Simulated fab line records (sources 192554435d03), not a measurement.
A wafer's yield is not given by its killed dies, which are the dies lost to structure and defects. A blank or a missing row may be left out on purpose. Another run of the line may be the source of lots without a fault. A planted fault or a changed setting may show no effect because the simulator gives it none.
Matching of chambers	flow n5Finfet	N5_DUMMY_GATE_ETCH_31 on rieDiel-05 has 4 sister chambers
The step etches SiO2 in C4F6/O2, target depth 82.5 nm, time 27.5 s. 14 wafers are shown with their chamber, then 7 later ones without.

== WAFERS PAIRED WITH THEIR CHAMBERS ==
wafer	chamber	drypumpMotorCurrentA (A)	showerheadPlenumPTorr (Torr)	throttleValvePct (%)
L077.3	3	5.0	2.81	21.07
L077.4	2	5.5	2.78	21.30
L077.5	3	4.9	2.81	21.05
L078.1	0	4.7	2.95	21.26
L078.3	3	5.0	2.81	21.04
L078.5	1	5.9	3.03	21.36
L080.2	0	4.7	2.94	21.24
L080.4	0	4.7	2.95	21.25
L080.6	3	5.0	2.80	21.05
L085.1	3	5.0	2.80	21.08
L085.3	1	5.9	3.02	21.38
L085.6	3	5.0	2.80	21.09
L092.1	2	5.5	2.77	21.33
L092.3	1	5.9	3.02	21.39

SIGNATURES (averages over the wafers above)
reading	chamber 0	chamber 1	chamber 2	chamber 3	scatter within a chamber
drypumpMotorCurrentA	4.700	5.900	5.500	4.983	0.0289
showerheadPlenumPTorr	2.9467	3.0233	2.7750	2.8050	0.00577
throttleValvePct	21.2500	21.3767	21.3150	21.0633	0.0175
Rule: for a wafer and a chamber, the distance is found by dividing, reading by reading, the gap between the wafer's reading and the chamber's mean by the reading's scatter, squaring, summing and taking the root. The wafer belongs to the nearest chamber; if the next one is less than 2 further off, it can't be placed. The scatter is the square root of a quotient: the sum, over the shown wafers, of each reading's squared deviation from its chamber's mean, divided by wafers minus chambers.

== WAFERS WITH NO CHAMBER GIVEN ==
wafer	drypumpMotorCurrentA (A)	showerheadPlenumPTorr (Torr)	throttleValvePct (%)
L092.6	4.7	2.93	21.29
L093.3	4.9	2.79	21.11
L093.5	5.0	2.79	21.12
L093.6	5.5	2.77	21.34
L096.1	4.9	2.79	21.10
L096.2	4.7	2.93	21.29
L096.4	5.9	3.01	21.40

== CHAMBER TAKEN BY EACH ==
wafer	from the rows above	in truth
L092.6	0	0
L093.3	3	3
L093.5	3	3
L093.6	2	2
L096.1	3	3
L096.2	0	0
L096.4	1	1
7 of 7 placed correctly. From these rows, 0 cannot be placed. 0 placed wrongly.
